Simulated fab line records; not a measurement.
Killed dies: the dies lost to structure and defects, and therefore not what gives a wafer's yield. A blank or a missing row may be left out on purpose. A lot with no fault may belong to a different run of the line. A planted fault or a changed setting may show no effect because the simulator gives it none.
fab line records / flow n5_finfet
record lots=4 wafers=12 last_day=18
route steps=1938 shown BEOL_M10@1482 PASSIVATION@1936
lots that met no fault: from a run of the same line without faults
start_h: hours from the record's first day to the start of the lot's first wafer shown / wait_h: hours since the lot's step before / " the same as in the row above / L1.1+2: one row covering several wafers at once / - no value, or no start was given / * or withheld: withheld / < > ~ a bound
route shown NAME@n: a module of which the file shows steps, and the number in the route of the first / usual: the fault-free wafers' mean and standard deviation / same: alike in all rows / chamber/n: place in a boat / sites: readings site by site / _std_site: the values' standard deviation / _edge_site: mean of outer sites minus mean of inner sites / radius_mm: for every site, how far away it sits from the centre of the wafer / mask NAME#n: copy n / behind: the most recent tool/chamber to have shaped the wafer / hold: why the lot went on hold/how many hours it stayed there/how the hold came to an end / device: names the non-switching transistor (n, p or np) / end of line: tests of these same wafers at the route's end / a step without rows: its recipe alone / killed: not the wafer's yield, but the dies lost to structure and defects at the first sort / map: a wafer's dies, marking killed ones x, the rest . and places with no die _
set.NAME: the setting the step ran with; set.NAME@STEP: the setting that earlier step ran with / model.NAME: the simulator's own value behind a step, which no gauge read
lots at some steps of the route; a table a step, a row a wafer
services: the hour from which a tool's chamber was out of use, counted from the record's first day as start_h (under 0 if before that day), plus the number of hours and why
## steps
# step N5_BEOL_M10_DEVELOP_10
# recipe develop_time_s=30 developer=TMAH resist=CAR-ArF rinse_liquid=diw dry=air_spin dev_temp_c=23
# step N5_BEOL_M10_DESCUM_16
# recipe chemistry=O2 time_s=7.9 source_power_w=50 bias_power_w=20 pressure_mtorr=20 rf_frequency_hz=2.712e+07 temp_c=40 resist=CAR-ArF o2_flow_sccm=225
# step N5_BEOL_M10_ETCH_61
# recipe chemistry=CF4 target=SiARC target_depth_a=390 mask_material=CAR-ArF time_s=65 ion_energy_ev=80 pressure_mtorr=40 source_w=545 bias_w=36 Ar_flow_sccm=100 cf4_flow_sccm=100 ends=cleared
# step N5_BEOL_M10_ETCH_62
# recipe chemistry=N2/H2 target=SOC target_depth_a=1100 overetch_a=220 mask_material=SiARC temp_c=40 time_s=165 ion_energy_ev=200 pressure_mtorr=30 source_w=840 bias_w=150 n2_flow_sccm=200 h2_flow_sccm=200
# step N5_BEOL_M10_STRIP_68
# recipe chemistry=N2/H2 temp_c=40 n2_flow_sccm=200 h2_flow_sccm=200 rf_frequency_hz=6e+07
# step N5_BEOL_M10_STRIP_67
# recipe chemistry=CF4 resist=SiARC power_w=300 bias_power_w=75 pressure_mtorr=50 cf4_flow_sccm=150 rf_frequency_hz=6e+07
# step N5_BEOL_M10_HM_OPEN_17
# recipe chemistry=Cl2/BCl3 target_depth_a=200 overetch_a=60 target=TiN mask_material=SOC ion_energy_ev=150 pressure_mtorr=10 icp_w=1000 bias_w=126 Cl2_flow_sccm=53.25 bcl3_flow_sccm=21.75 Ar_flow_sccm=25
# step N5_BEOL_M10_STRIP_19
# recipe chemistry=O2 power_w=400 temp_c=40 pressure_mtorr=30 rf_frequency_hz=6e+07 bias_power_w=0 overash_fraction=0.2 o2_flow_sccm=225
# step N5_BEOL_M10_COAT_63
# recipe resist=SOC temp_c=250 time_s=60 spin_rpm=1500 resist_thk_nm=100
# usual spin_speed_rpm=1500.2/1.1
# same time_s=60
lot.wafer=L143.1 tool=litho_track-01 chamber=0 start_h=260.09 wait_h=0.4 spin_speed_rpm=1500.6 model.SOC_of_BEOL_M10_COAT_63.thk_nm=99.6
lot.wafer=L143.4 tool=litho_track-01 chamber=0 start_h=260.09 wait_h=0.4 spin_speed_rpm=1498.4 model.SOC_of_BEOL_M10_COAT_63.thk_nm=100
lot.wafer=L143.6 tool=litho_track-01 chamber=0 start_h=260.09 wait_h=0.4 spin_speed_rpm=1501.6 model.SOC_of_BEOL_M10_COAT_63.thk_nm=99.6
lot.wafer=L149.1 tool=litho_track-01 chamber=0 start_h=284.79 wait_h=2.4 spin_speed_rpm=1213.1 model.SOC_of_BEOL_M10_COAT_63.thk_nm=111.4
lot.wafer=L149.2 tool=litho_track-01 chamber=0 start_h=284.79 wait_h=2.4 spin_speed_rpm=1211.6 model.SOC_of_BEOL_M10_COAT_63.thk_nm=110.8
lot.wafer=L149.5 tool=litho_track-01 chamber=0 start_h=284.79 wait_h=2.4 spin_speed_rpm=1212.0 model.SOC_of_BEOL_M10_COAT_63.thk_nm=111
lot.wafer=L151.2 tool=litho_track-01 chamber=0 start_h=302.00 wait_h=0.0 spin_speed_rpm=1212.6 model.SOC_of_BEOL_M10_COAT_63.thk_nm=111.6
lot.wafer=L151.4 tool=litho_track-01 chamber=0 start_h=302.00 wait_h=0.0 spin_speed_rpm=1211.2 model.SOC_of_BEOL_M10_COAT_63.thk_nm=111.2
lot.wafer=L151.5 tool=litho_track-01 chamber=0 start_h=302.00 wait_h=0.0 spin_speed_rpm=1211.8 model.SOC_of_BEOL_M10_COAT_63.thk_nm=111.4
lot.wafer=L162.1 tool=litho_track-01 chamber=0 start_h=370.86 wait_h=1.4 spin_speed_rpm=1501.0 model.SOC_of_BEOL_M10_COAT_63.thk_nm=99.8
lot.wafer=L162.4 tool=litho_track-01 chamber=0 start_h=370.86 wait_h=1.4 spin_speed_rpm=1499.5 model.SOC_of_BEOL_M10_COAT_63.thk_nm=99.6
lot.wafer=L162.5 tool=litho_track-01 chamber=0 start_h=370.86 wait_h=1.4 spin_speed_rpm=1498.4 model.SOC_of_BEOL_M10_COAT_63.thk_nm=99.6
# step N5_BEOL_M10_COAT_64
# recipe resist=SiARC temp_c=220 time_s=60 spin_rpm=1500 resist_thk_nm=30
# step N5_BEOL_M10_COAT_22
# recipe resist=CAR-ArF spin_rpm=1500 resist_thk_nm=90
# step N5_BEOL_M10_EBR_24
# recipe solvent=PGMEA ebr_width_mm=1.5
# step N5_BEOL_M10_SOFTBAKE_23
# recipe temp_c=110 time_s=60 resist=CAR-ArF
# step N5_BEOL_M10_EXPOSE_25
# recipe mask_id=V9 na=1.35 source_shape=annular sigma_inner=0.5 sigma_outer=0.8 polarization=unpolarized dose_mj=85.5
# step N5_BEOL_M10_PEB_26
# recipe peb_temp_c=withheld peb_time_s=60 resist=CAR-ArF
# step N5_BEOL_M10_DEVELOP_27
# recipe develop_time_s=30 developer=TMAH resist=CAR-ArF rinse_liquid=diw dry=air_spin dev_temp_c=23
# step N5_BEOL_M10_DESCUM_33
# recipe chemistry=O2 time_s=7.9 source_power_w=50 bias_power_w=20 pressure_mtorr=20 rf_frequency_hz=2.712e+07 temp_c=40 resist=CAR-ArF o2_flow_sccm=225
# step N5_BEOL_M10_ETCH_65
# recipe chemistry=CF4 target=SiARC target_depth_a=390 mask_material=CAR-ArF time_s=65 ion_energy_ev=80 pressure_mtorr=40 source_w=545 bias_w=36 Ar_flow_sccm=100 cf4_flow_sccm=100 ends=cleared
# step N5_BEOL_M10_ETCH_66
# recipe chemistry=N2/H2 target=SOC target_depth_a=1200 overetch_a=240 mask_material=SiARC temp_c=40 time_s=180 ion_energy_ev=200 pressure_mtorr=30 source_w=840 bias_w=150 n2_flow_sccm=200 h2_flow_sccm=200
# usual bias_w=150.0/0.48 drypump_motor_current_A=6.0/0.42 oes_product_au=0.67/0.065 rf_vpp_V=524.5/2.7 showerhead_plenum_p_Torr=2.56/0.11 temp_c=40.00/0.12 throttle_valve_pct=17.68/0.27
# same time_s=180
lot.wafer=L143.1 tool=rie_diel-04 chamber=0 start_h=260.54 wait_h=0.0 bias_w=149.6 drypump_motor_current_A=5.9 oes_product_au=0.68 rf_hours_counter_h=68 rf_vpp_V=529.5 showerhead_plenum_p_Torr=2.70 temp_c=40.00 throttle_valve_pct=18.16 model.etch.depth_nm=99.67
lot.wafer=L143.4 tool=rie_diel-04 chamber=1 start_h=260.54 wait_h=0.0 bias_w=150.9 drypump_motor_current_A=5.8 oes_product_au=0.71 rf_hours_counter_h=24 rf_vpp_V=525.9 showerhead_plenum_p_Torr=2.59 temp_c=40.26 throttle_valve_pct=17.55 model.etch.depth_nm=99.91
lot.wafer=L143.6 tool=rie_diel-04 chamber=3 start_h=260.54 wait_h=0.0 bias_w=150.2 drypump_motor_current_A=5.8 oes_product_au=0.74 rf_hours_counter_h=- rf_vpp_V=527.1 showerhead_plenum_p_Torr=2.71 temp_c=40.04 throttle_valve_pct=17.16 model.etch.depth_nm=99.55
lot.wafer=L149.1 tool=rie_diel-04 chamber=1 start_h=285.21 wait_h=0.0 bias_w=150.2 drypump_motor_current_A=5.8 oes_product_au=0.74 rf_hours_counter_h=32 rf_vpp_V=526.4 showerhead_plenum_p_Torr=2.59 temp_c=40.03 throttle_valve_pct=17.58 model.etch.depth_nm=111.3
lot.wafer=L149.2 tool=rie_diel-04 chamber=3 start_h=285.21 wait_h=0.0 bias_w=149.7 drypump_motor_current_A=5.8 oes_product_au=0.78 rf_hours_counter_h=27 rf_vpp_V=528.6 showerhead_plenum_p_Torr=2.71 temp_c=39.95 throttle_valve_pct=17.18 model.etch.depth_nm=110.9
lot.wafer=L149.5 tool=rie_diel-04 chamber=3 start_h=285.21 wait_h=0.0 bias_w=149.6 drypump_motor_current_A=5.8 oes_product_au=0.76 rf_hours_counter_h=- rf_vpp_V=526.7 showerhead_plenum_p_Torr=2.71 temp_c=39.91 throttle_valve_pct=17.18 model.etch.depth_nm=111
lot.wafer=L151.2 tool=rie_diel-06 chamber=2 start_h=302.70 wait_h=0.0 bias_w=149.5 drypump_motor_current_A=4.9 oes_product_au=0.83 rf_hours_counter_h=2 rf_vpp_V=523.6 showerhead_plenum_p_Torr=2.51 temp_c=39.94 throttle_valve_pct=17.70 model.etch.depth_nm=111.6
lot.wafer=L151.4 tool=rie_diel-06 chamber=1 start_h=302.70 wait_h=0.0 bias_w=150.5 drypump_motor_current_A=5.8 oes_product_au=0.67 rf_hours_counter_h=138 rf_vpp_V=520.8 showerhead_plenum_p_Torr=2.44 temp_c=39.97 throttle_valve_pct=17.72 model.etch.depth_nm=111.3
lot.wafer=L151.5 tool=rie_diel-06 chamber=1 start_h=302.70 wait_h=0.0 bias_w=150.5 drypump_motor_current_A=5.8 oes_product_au=0.66 rf_hours_counter_h=- rf_vpp_V=521.7 showerhead_plenum_p_Torr=2.44 temp_c=39.99 throttle_valve_pct=17.73 model.etch.depth_nm=111.5
lot.wafer=L162.1 tool=rie_diel-02 chamber=1 start_h=371.28 wait_h=0.0 bias_w=149.4 drypump_motor_current_A=6.4 oes_product_au=0.62 rf_hours_counter_h=127 rf_vpp_V=523.8 showerhead_plenum_p_Torr=2.54 temp_c=40.15 throttle_valve_pct=17.79 model.etch.depth_nm=99.78
lot.wafer=L162.4 tool=rie_diel-02 chamber=1 start_h=371.28 wait_h=0.0 bias_w=149.3 drypump_motor_current_A=6.3 oes_product_au=0.62 rf_hours_counter_h=- rf_vpp_V=524.7 showerhead_plenum_p_Torr=2.54 temp_c=39.98 throttle_valve_pct=17.77 model.etch.depth_nm=99.66
lot.wafer=L162.5 tool=rie_diel-02 chamber=2 start_h=371.28 wait_h=0.0 bias_w=150.6 drypump_motor_current_A=5.9 oes_product_au=0.72 rf_hours_counter_h=- rf_vpp_V=521.6 showerhead_plenum_p_Torr=2.46 temp_c=40.05 throttle_valve_pct=17.36 model.etch.depth_nm=99.58
# step N5_BEOL_M10_STRIP_69
# recipe chemistry=N2/H2 temp_c=40 n2_flow_sccm=200 h2_flow_sccm=200 rf_frequency_hz=6e+07
# step N5_BEOL_M10_VIA_ETCH_34
# recipe chemistry=C4F6/O2 target=SiCOH_lowk target_depth_a=1845 mask_material=SOC taper_deg=4 time_s=69.2 ion_energy_ev=250 pressure_mtorr=30 source_w=345 bias_w=185 Ar_flow_sccm=300 C4F6_flow_sccm=10 O2_flow_sccm=10
# usual bias_w=184.9/0.54 drypump_motor_current_A=6.0/0.41 oes_f_703_au=0.83/0.085 oes_product_au=0.83/0.089 rf_vpp_V=661/14 showerhead_plenum_p_Torr=2.87/0.1 throttle_valve_pct=20.79/0.21
# same time_s=69.2
lot.wafer=L143.1 tool=rie_diel-04 chamber=0 start_h=260.66 wait_h=0.0 bias_w=184.6 drypump_motor_current_A=5.9 oes_f_703_au=0.83 oes_product_au=0.83 rf_hours_counter_h=68 rf_vpp_V=662 showerhead_plenum_p_Torr=2.95 throttle_valve_pct=20.86 model.SOC_of_BEOL_M10_COAT_63.thk_nm=91.8
lot.wafer=L143.4 tool=rie_diel-04 chamber=1 start_h=260.66 wait_h=0.0 bias_w=185.9 drypump_motor_current_A=5.8 oes_f_703_au=0.84 oes_product_au=0.88 rf_hours_counter_h=24 rf_vpp_V=669 showerhead_plenum_p_Torr=2.91 throttle_valve_pct=20.76 model.SOC_of_BEOL_M10_COAT_63.thk_nm=91.8
lot.wafer=L143.6 tool=rie_diel-04 chamber=3 start_h=260.66 wait_h=0.0 bias_w=185.1 drypump_motor_current_A=5.8 oes_f_703_au=0.99 oes_product_au=0.93 rf_hours_counter_h=- rf_vpp_V=654 showerhead_plenum_p_Torr=3.03 throttle_valve_pct=20.31 model.SOC_of_BEOL_M10_COAT_63.thk_nm=91
lot.wafer=L149.1 tool=rie_diel-04 chamber=1 start_h=285.33 wait_h=0.0 bias_w=183.8 drypump_motor_current_A=5.9 oes_f_703_au=0.83 oes_product_au=0.87 rf_hours_counter_h=32 rf_vpp_V=669 showerhead_plenum_p_Torr=2.91 throttle_valve_pct=20.78 model.SOC_of_BEOL_M10_COAT_63.thk_nm=103.2
lot.wafer=L149.2 tool=rie_diel-04 chamber=3 start_h=285.33 wait_h=0.0 bias_w=185.1 drypump_motor_current_A=5.8 oes_f_703_au=0.97 oes_product_au=0.93 rf_hours_counter_h=27 rf_vpp_V=654 showerhead_plenum_p_Torr=3.02 throttle_valve_pct=20.32 model.SOC_of_BEOL_M10_COAT_63.thk_nm=102.4
lot.wafer=L149.5 tool=rie_diel-04 chamber=3 start_h=285.33 wait_h=0.0 bias_w=185.7 drypump_motor_current_A=5.8 oes_f_703_au=0.96 oes_product_au=0.93 rf_hours_counter_h=- rf_vpp_V=653 showerhead_plenum_p_Torr=3.02 throttle_valve_pct=20.32 model.SOC_of_BEOL_M10_COAT_63.thk_nm=102.4
lot.wafer=L151.2 tool=rie_diel-06 chamber=2 start_h=302.83 wait_h=0.0 bias_w=184.9 drypump_motor_current_A=4.9 oes_f_703_au=1.01 oes_product_au=0.99 rf_hours_counter_h=2 rf_vpp_V=644 showerhead_plenum_p_Torr=2.80 throttle_valve_pct=20.61 model.SOC_of_BEOL_M10_COAT_63.thk_nm=103.4
lot.wafer=L151.4 tool=rie_diel-06 chamber=1 start_h=302.83 wait_h=0.0 bias_w=184.7 drypump_motor_current_A=5.8 oes_f_703_au=0.75 oes_product_au=0.75 rf_hours_counter_h=138 rf_vpp_V=662 showerhead_plenum_p_Torr=2.74 throttle_valve_pct=20.76 model.SOC_of_BEOL_M10_COAT_63.thk_nm=103.6
lot.wafer=L151.5 tool=rie_diel-06 chamber=1 start_h=302.83 wait_h=0.0 bias_w=184.5 drypump_motor_current_A=5.8 oes_f_703_au=0.76 oes_product_au=0.75 rf_hours_counter_h=- rf_vpp_V=661 showerhead_plenum_p_Torr=2.74 throttle_valve_pct=20.76 model.SOC_of_BEOL_M10_COAT_63.thk_nm=103.8
lot.wafer=L162.1 tool=rie_diel-02 chamber=1 start_h=371.40 wait_h=0.0 bias_w=184.4 drypump_motor_current_A=6.3 oes_f_703_au=0.77 oes_product_au=0.75 rf_hours_counter_h=127 rf_vpp_V=636 showerhead_plenum_p_Torr=2.89 throttle_valve_pct=21.13 model.SOC_of_BEOL_M10_COAT_63.thk_nm=92
lot.wafer=L162.4 tool=rie_diel-02 chamber=1 start_h=371.40 wait_h=0.0 bias_w=185.6 drypump_motor_current_A=6.3 oes_f_703_au=0.77 oes_product_au=0.76 rf_hours_counter_h=- rf_vpp_V=635 showerhead_plenum_p_Torr=2.89 throttle_valve_pct=21.13 model.SOC_of_BEOL_M10_COAT_63.thk_nm=91.8
lot.wafer=L162.5 tool=rie_diel-02 chamber=2 start_h=371.40 wait_h=0.0 bias_w=184.0 drypump_motor_current_A=5.8 oes_f_703_au=0.86 oes_product_au=0.89 rf_hours_counter_h=- rf_vpp_V=664 showerhead_plenum_p_Torr=2.81 throttle_valve_pct=20.87 model.SOC_of_BEOL_M10_COAT_63.thk_nm=91.6
# step N5_BEOL_M10_STRIP_73
# recipe chemistry=C4F6/O2 resist=SiARC rf_frequency_hz=6e+07
# step N5_PASSIVATION_PROBE_49
# usual defect_limited_yield=91.5/1.4 killed_at_M0_to_M3=32/11 killed_at_M4_up=12/4.4 killed_at_contacts=13/6.1 killed_at_front_end=39/12 killed_at_other=3.9/3 killed_dies=100/17 killed_on_rim=13/3.9 killed_open=66/12 killed_short=33/7.4 sort_bin_4_leakage=0.03/0.14 sort_bin_5_function=5.0/0.95 sort_bin_6_memory=3.2/0.66 sort_bin_8_speed=0.0/0.33 sort_n_pass=1079/17 sort_yield_pct=91.4/1.5
# same gross_dies=1180 killed_at_back_side=0
lot.wafer=L149.2 tool=prober-02 chamber=- start_h=340.23 wait_h=0.1 defect_limited_yield[%]=92.5 killed_at_M0_to_M3=14 killed_at_M4_up=12 killed_at_contacts=17 killed_at_front_end=33 killed_at_other=12 killed_dies=88 killed_on_rim=11 killed_open=50 killed_short=36 sort_bin_4_leakage[%]=0 sort_bin_5_function[%]=4.0 sort_bin_6_memory[%]=3.1 sort_bin_8_speed[%]=0 sort_n_pass=1092 sort_yield_pct[%]=92.5
lot.wafer=L151.2 tool=prober-02 chamber=- start_h=353.66 wait_h=0.1 defect_limited_yield[%]=90.4 killed_at_M0_to_M3=33 killed_at_M4_up=15 killed_at_contacts=12 killed_at_front_end=46 killed_at_other=7 killed_dies=113 killed_on_rim=10 killed_open=81 killed_short=29 sort_bin_4_leakage[%]=0.34 sort_bin_5_function[%]=5.4 sort_bin_6_memory[%]=3.9 sort_bin_8_speed[%]=0 sort_n_pass=1063 sort_yield_pct[%]=90.1
lot.wafer=L151.4 tool=prober-02 chamber=- start_h=353.76 wait_h=0.2 defect_limited_yield[%]=93.5 killed_at_M0_to_M3=28 killed_at_M4_up=4 killed_at_contacts=8 killed_at_front_end=29 killed_at_other=8 killed_dies=77 killed_on_rim=9 killed_open=40 killed_short=35 sort_bin_4_leakage[%]=0 sort_bin_5_function[%]=3.8 sort_bin_6_memory[%]=2.3 sort_bin_8_speed[%]=0 sort_n_pass=1103 sort_yield_pct[%]=93.5
lot.wafer=L151.5 tool=prober-02 chamber=- start_h=353.81 wait_h=0.2 defect_limited_yield[%]=90.0 killed_at_M0_to_M3=36 killed_at_M4_up=9 killed_at_contacts=12 killed_at_front_end=50 killed_at_other=11 killed_dies=118 killed_on_rim=15 killed_open=80 killed_short=35 sort_bin_4_leakage[%]=0 sort_bin_5_function[%]=5.8 sort_bin_6_memory[%]=3.8 sort_bin_8_speed[%]=0 sort_n_pass=1062 sort_yield_pct[%]=90.0
# killed by level:class
L149.2 MOL_CONTACT_COAG:geometric_particle:open=12 FIN_SAQP:geometric_particle:open=7 ILD0:geometric_particle:short=6 FIN_SAQP:geometric_particle:short=5 STI_FIN_REVEAL:geometric_particle:open=5 PAD_METAL:geometric_particle:short=5 MOL_CONTACT_COAG:geometric_particle:short=4 BEOL_M1:geometric_particle:open=4
L151.2 STI_FIN_REVEAL:geometric_particle:open=17 MOL_CONTACT_COAG:geometric_particle:open=10 BEOL_M1:geometric_particle:open=10 BEOL_M0_SAQP:geometric_particle:short=9 BEOL_M0_SAQP:geometric_particle:open=8 FIN_SAQP:geometric_particle:short=7 FIN_SAQP:geometric_particle:open=7 DUMMY_GATE:geometric_particle:open=4
L151.4 MOL_CONTACT_COAG:geometric_particle:open=6 BEOL_M0_SAQP:geometric_particle:short=6 BEOL_M0_SAQP:geometric_particle:open=6 BEOL_M2:geometric_particle:open=6 FIN_SAQP:geometric_particle:open=5 ILD0:geometric_particle:short=5 STI_FIN_REVEAL:geometric_particle:open=4 STI_FIN_REVEAL:geometric_particle:short=4
L151.5 STI_FIN_REVEAL:geometric_particle:open=19 BEOL_M3:geometric_particle:open=12 BEOL_M0_SAQP:geometric_particle:open=7 FIN_SAQP:geometric_particle:short=6 MOL_CONTACT_COAG:geometric_particle:open=6 STARTING-WAFER:geometric_particle:open=6 BEOL_M1:geometric_particle:open=5 ILD0:geometric_particle:open=4
## services
tool=rie_diel-06 chamber=2 start_h=274.97 hours=- kind=clean
tool=rie_diel-06 chamber=2 start_h=274.97 hours=- kind=consumable_replace:focus_ring
tool=rie_diel-06 chamber=2 start_h=274.97 hours=20.6 kind=scheduled_down
tool=rie_diel-06 chamber=2 start_h=274.97 hours=20.6 kind=vent_cycle
tool=rie_diel-06 chamber=- start_h=279.75 hours=0.6 kind=repair
tool=litho_track-01 chamber=- start_h=297.48 hours=- kind=consumable_replace:filter
tool=litho_track-01 chamber=- start_h=319.14 hours=- kind=consumable_replace:filter
tool=rie_diel-04 chamber=2 start_h=365.46 hours=5.0 kind=repair
tool=rie_diel-02 chamber=0 start_h=366.23 hours=- kind=clean
tool=rie_diel-02 chamber=0 start_h=366.23 hours=- kind=consumable_replace:focus_ring
tool=rie_diel-02 chamber=0 start_h=366.23 hours=18.5 kind=scheduled_down
tool=rie_diel-02 chamber=0 start_h=366.23 hours=18.5 kind=vent_cycle
## key
first_sign step=N5_BEOL_M10_COAT_63 reading=spin_speed_rpm direction=down sigmas=99+ usual=* struck=*
effect none on later readings
model_effect step=N5_BEOL_M10_COAT_63 value=SOC_of_BEOL_M10_COAT_63.thk_nm without=100 struck=111.2
model_effect step=N5_BEOL_M10_ETCH_66 value=etch.depth_nm without=99.99 struck=111.3
model_effect step=N5_BEOL_M10_VIA_ETCH_34 value=SOC_of_BEOL_M10_COAT_63.thk_nm without=91.83 struck=103.1
met_at N5_BEOL_M10_COAT_63
struck_wafers L149.1,L149.2,L149.5,L151.2,L151.4,L151.5
onset_between 260.09 284.79
fault kind=process_parameter_drift tool=litho_track-01 chamber=- onset_h=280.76 steps=N5_BEOL_M10_COAT_63 channel=spin_rpm offset=* shape=step end_h=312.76 acts_in=* stated=*
